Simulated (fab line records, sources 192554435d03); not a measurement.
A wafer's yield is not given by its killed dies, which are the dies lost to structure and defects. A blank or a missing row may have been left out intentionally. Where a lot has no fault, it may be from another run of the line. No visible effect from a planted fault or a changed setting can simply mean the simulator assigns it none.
8D (eight disciplines) problem report, filled in by code :: flow n5Finfet :: the parts of the form that need people (team, actions taken, sign-off) are left out

== 1. THE ISSUE ==
killedAtContacts at N5_PASSIVATION_PROBE_49 reads a mean of 143 on 1 wafer of 1 lot; wafers without a fault read 12 with a standard deviation of 6.1. Relative to the usual mean, that is a shift of +21 standard deviations.
First seen on wafer L990.3, day 16 11:50, on prober-02. The record holds 2 wafers of 1 lot with a number at this step. By rule, "out" or "out of limits" means more than 4 standard deviations away from the usual mean. The other wafers with a number count as sound.

== 2. WHAT IT IS, AND WHAT IT ISN'T ==
question: which readings at this step
is: killedAtContacts, defectLimitedYield, killedDies, sort_bin_5_function, sortNPass, sortYieldPct
is not: killed_at_M0_to_M3, killed_at_M4_up, killedAtFrontEnd, killedAtOther, killedOpen, killedShort, sort_bin_6_memory

question: which lots
is: L990
is not: -

question: which wafers of those lots
is: L990.3
is not: L990.2

question: read on which tools
is: prober-02
is not: -

question: when
is: from day 16 11:50
is not: up to then (1 sound wafer)

== 3. SUSPECTS, AND WHAT RULES EACH OUT ==
Counting: a tool at a process step up to the reading stays a suspect if it ran every lot that is out. Sound lots after the first of them don't rule it out here, since some wafers of a struck lot are sound.
- rieDiel-04 at N5_MOL_CONTACT_COAG_ETCH_48 (etches SiOC in C4F6/O2, target depth 15 nm, overetch 4.5 nm, time 17 s): kept. It ran the lot that is out, L990 (day 9 02:17).
- rieMetal-02 at N5_MIM_BOT_ETCH_ETCH_00 (etches TiN in Cl2/BCl3, target depth 45.5 nm): kept. It ran the lot that is out, L990 (day 16 02:53).
- pecvd-04 at N5_PASSIVATION_PECVD_55 (deposits SiO2 from SiH4/N2O, target thk 400 nm, time 22.5 s): kept. It ran the lot that is out, L990 (day 16 03:36).
- rieDiel-03 at N5_PASSIVATION_STRIP_14 (strips in O2): kept. It ran the lot that is out, L990 (day 16 04:47).
- prober-02 at N5_PASSIVATION_PROBE_49: kept. It ran the lot that is out, L990 (day 16 11:47). Its own defectLimitedYield, killedAtContacts, killedDies, sort_bin_5_function, sortNPass, sortYieldPct readings are out on those wafers.
- At N5_MOL_CONTACT_COAG_ETCH_48 on rieDiel-04, chamber 2 took the sound wafers of the same lots and chamber 1 took the wafers that are out.
- At N5_PASSIVATION_PECVD_55 on pecvd-04, chamber 1 took the sound wafers of the same lots and chamber 2 took the wafers that are out.
- At N5_PASSIVATION_STRIP_14 on rieDiel-03, chamber 0 took the sound wafers of the same lots and chamber 2 took the wafers that are out.
Left after counting: rieDiel-04 at N5_MOL_CONTACT_COAG_ETCH_48, rieMetal-02 at N5_MIM_BOT_ETCH_ETCH_00, pecvd-04 at N5_PASSIVATION_PECVD_55, rieDiel-03 at N5_PASSIVATION_STRIP_14, prober-02 at N5_PASSIVATION_PROBE_49.

== 4. THE CAUSE (what the simulator had put in) ==
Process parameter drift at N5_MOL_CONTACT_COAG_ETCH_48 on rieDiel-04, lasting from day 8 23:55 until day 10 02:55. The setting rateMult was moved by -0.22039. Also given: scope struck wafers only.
This tool is one of the 5 suspects left after counting.

== 5. THE CHAIN OF EFFECTS, in route order ==
Each row: a reading where the mean over the struck wafers with a number is more than 3 standard deviations away from the usual. Only readings whose record carries a usual standard deviation are examined. hours: median over the lots of the time between each lot's start at the first step of this table that gives one and its start at this step. sigmas: the change, counted in usual standard deviations.
hours: 0
step: N5_PASSIVATION_PROBE_49
reading: defectLimitedYield
usual: 91.3 %
on struck wafers: 80.4
change: -10.9
sigmas: -7.8

hours: 0
step: N5_PASSIVATION_PROBE_49
reading: killedAtContacts
usual: 12
on struck wafers: 143
change: +131
sigmas: +21

hours: 0
step: N5_PASSIVATION_PROBE_49
reading: killedDies
usual: 103
on struck wafers: 231
change: +128
sigmas: +8.0

hours: 0
step: N5_PASSIVATION_PROBE_49
reading: sort_bin_5_function
usual: 5.1 %
on struck wafers: 14.7
change: +9.6
sigmas: +10

hours: 0
step: N5_PASSIVATION_PROBE_49
reading: sortNPass
usual: 1077
on struck wafers: 949
change: -128
sigmas: -8.0

hours: 0
step: N5_PASSIVATION_PROBE_49
reading: sortYieldPct
usual: 91.3 %
on struck wafers: 80.4
change: -10.9
sigmas: -7.8
The process steps in it:
- N5_PASSIVATION_PROBE_49

== 6. HOW IT WOULD HAVE BEEN CAUGHT EARLIER ==
The fault began at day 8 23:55; the first out-of-limits reading in this record came at day 16 11:50, 180 hours later.
No tool reading at N5_MOL_CONTACT_COAG_ETCH_48 that has a usual standard deviation in the record was out on any struck wafer, so an alarm limit of 4 standard deviations on those readings would not have fired.
By day 16 11:50 the whole set of lots that are out, 1 in number, had already begun N5_MOL_CONTACT_COAG_ETCH_48 on rieDiel-04. A hold on the tool at that time would have spared none of them.
